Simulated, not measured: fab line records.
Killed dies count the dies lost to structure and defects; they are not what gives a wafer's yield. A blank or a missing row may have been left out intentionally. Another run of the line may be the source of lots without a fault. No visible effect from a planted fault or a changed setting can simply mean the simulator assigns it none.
Matching of chambers -- flow n5Finfet -- N5_DUMMY_GATE_STRIP_41 on rieDiel-01 has 4 sister chambers
The step strips in O2. 8 wafers are shown with their chamber, then 7 later ones without.

== EACH WAFER AND ITS CHAMBER ==
wafer,chamber,showerheadPlenumPTorr (Torr),throttleValvePct (%)
L079.6,3,2.18,16.57
L086.1,0,2.23,16.71
L086.3,1,2.21,16.36
L089.1,2,2.00,16.48
L089.4,0,2.23,16.72
L089.5,1,2.21,16.34
L093.1,3,2.17,16.63
L093.3,2,2.00,16.50

== WAFERS WHOSE CHAMBER IS MISSING ==
wafer,showerheadPlenumPTorr (Torr),throttleValvePct (%)
L093.6,2.22,16.73
L094.2,2.00,16.52
L094.3,2.17,16.61
L094.5,2.20,16.39
L095.1,2.17,16.61
L095.3,2.22,16.72
L095.4,2.20,16.37

== THE CHAMBER EACH PASSED THROUGH ==
wafer,from the rows above,in truth
L093.6,0,0
L094.2,2,2
L094.3,3,3
L094.5,1,1
L095.1,3,3
L095.3,0,0
L095.4,1,1
Correctly placed: 7 of 7. Left unplaced by these rows: 0. Number placed wrongly: 0.
How it was worked out, from the rows above alone: a wafer's distance from a chamber is the root of the sum, over the readings, of the square of ((its reading less the chamber's mean) divided by the reading's scatter). If the next closest chamber is less than 2 further off than the closest, the wafer can't be placed; otherwise it belongs to the closest. For every chamber, the mean is computed from those of its wafers that are shown. The scatter: take each reading less its chamber's mean, square it, sum over the shown wafers, divide by the number of wafers less the number of chambers, and take the root.
